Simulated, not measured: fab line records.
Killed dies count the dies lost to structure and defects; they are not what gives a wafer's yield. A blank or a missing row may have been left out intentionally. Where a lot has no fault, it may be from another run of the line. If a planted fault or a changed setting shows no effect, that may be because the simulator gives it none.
Which tool was responsible? ; flow nand harc ; 11 lots with 33 wafers sampled at 4 steps, on a route of 1302 steps

## WHAT THE GAUGES SHOWED, per wafer
NHARC_A_CONTACT_CD_MEAS_69: the cd target is 300 nm.
lot;measured;on;cd nm (nm)
L218;day 23 05:29;cd sem-02;299.7 300.5 301.0
L219;day 23 05:20;cd sem-03;298.7 300.2 299.2
L220;day 23 16:02;cd sem-01;300.7 300.7 300.1
L221;day 25 00:35;cd sem-02;300.9 300.9 301.3
L223;day 25 18:45;cd sem-02;300.4 300.2 300.4
L224;day 25 19:10;cd sem-02;300.4 300.4 300.0
L229;day 27 17:06;cd sem-01;313.9 314.2 314.6
L232;day 28 19:11;cd sem-03;312.6 311.3 311.5
L235;day 29 12:02;cd sem-01;309.2 309.3 309.0
L237;day 31 09:46;cd sem-01;300.5 300.1 299.1
L239;day 31 22:10;cd sem-02;300.4 300.1 300.5

## TOOL THAT RAN EACH LOT (tool first, then ch and the chambers of the sampled wafers, then the start)
lot;NHARC_A_CONTACT_ETCH_119;NHARC_A_CONTACT_STRIP_55;NHARC_A_CONTACT_EXPOSE_66
L218;har cap etch-01 ch 0,1, day 22 21:20;rie diel-04 ch 1,2,3, day 23 05:20 or earlier;arfi scanner-02 ch 0, day 23 05:20
L219;har cap etch-03 ch 0,1, day 22 21:49;rie diel-04 ch 0,1,2, day 23 05:11 or earlier;arfi scanner-03 ch 0, day 23 05:11
L220;har cap etch-02 ch 0,1, day 23 05:09;rie diel-05 ch 0,3, day 23 15:53 or earlier;arfi scanner-01 ch 0, day 23 15:53
L221;har cap etch-01 ch 0,1, day 24 17:49;rie diel-04 ch 0,3, day 25 00:27 or earlier;arfi scanner-03 ch 0, day 25 00:27
L223;har cap etch-01 ch 0, day 25 08:09;rie diel-02 ch 0,1,2, day 25 18:37 or earlier;arfi scanner-03 ch 0, day 25 18:37
L224;har cap etch-03 ch 0,1, day 25 09:13;rie diel-02 ch 0,1,3, day 25 19:02 or earlier;arfi scanner-01 ch 0, day 25 19:02
L229;har cap etch-02 ch 0,1, day 27 10:20;rie diel-04 ch 2,3, day 27 16:58 or earlier;arfi scanner-01 ch 0, day 27 16:58
L232;har cap etch-02 ch 0,1, day 28 10:40;rie diel-04 ch 1,2, day 28 19:04 or earlier;arfi scanner-01 ch 0, day 28 19:04
L235;har cap etch-02 ch 0,1, day 29 05:22;rie diel-05 ch 1,2,3, day 29 11:54 or earlier;arfi scanner-01 ch 0, day 29 11:54
L237;har cap etch-01 ch 0,1, day 31 02:47;rie diel-04 ch 1,2,3, day 31 09:38 or earlier;arfi scanner-02 ch 0, day 31 09:38
L239;har cap etch-03 ch 0,1, day 31 15:02;rie diel-05 ch 0,2,3, day 31 22:02 or earlier;arfi scanner-02 ch 0, day 31 22:02
- NHARC_A_CONTACT_ETCH_119: etches the open film in C4F8/O2/Ar, time 190 s, target depth 1850 nm.
- NHARC_A_CONTACT_STRIP_55: strips in O2.
- NHARC_A_CONTACT_EXPOSE_66: exposes mask A CC 2.

## THE ANSWER, worked out from the rows above alone
Rule: usual is defined by the lots themselves. Put in order of their means at a reading, lots are off if they are a third of the lots or fewer, leave a main group of 4 or more, and stand apart from it by a gap of 3 or more times the standard deviation of the main group's means; of several such gaps the widest counts. Not used: any main group whose means are identical at the precision the tables above print for the reading. A lot without any number at a reading at which 4 lots or more have one is off too. Any other lot the step has rows for is counted as sound.
Off: L229, L232, L235 (NHARC_A_CONTACT_CD_MEAS_69, cd nm). Main group: mean 300.3 nm, sd 0.45.
If a tool, at a process step before that reading, ran all the lots that are off and no sound lot after the first of them, it fits. Those tools and the gauges at NHARC_A_CONTACT_CD_MEAS_69 are tried in the same way. Because NHARC_A_CONTACT_STRIP_55 lacks a start for some lots, the hours and order of its lots are taken from NHARC_A_CONTACT_EXPOSE_66. Can't be told from this: 2 tools fit, har cap etch-02 at NHARC_A_CONTACT_ETCH_119, arfi scanner-01 at NHARC_A_CONTACT_EXPOSE_66.

## WHAT WAS PUT IN BY THE SIMULATOR
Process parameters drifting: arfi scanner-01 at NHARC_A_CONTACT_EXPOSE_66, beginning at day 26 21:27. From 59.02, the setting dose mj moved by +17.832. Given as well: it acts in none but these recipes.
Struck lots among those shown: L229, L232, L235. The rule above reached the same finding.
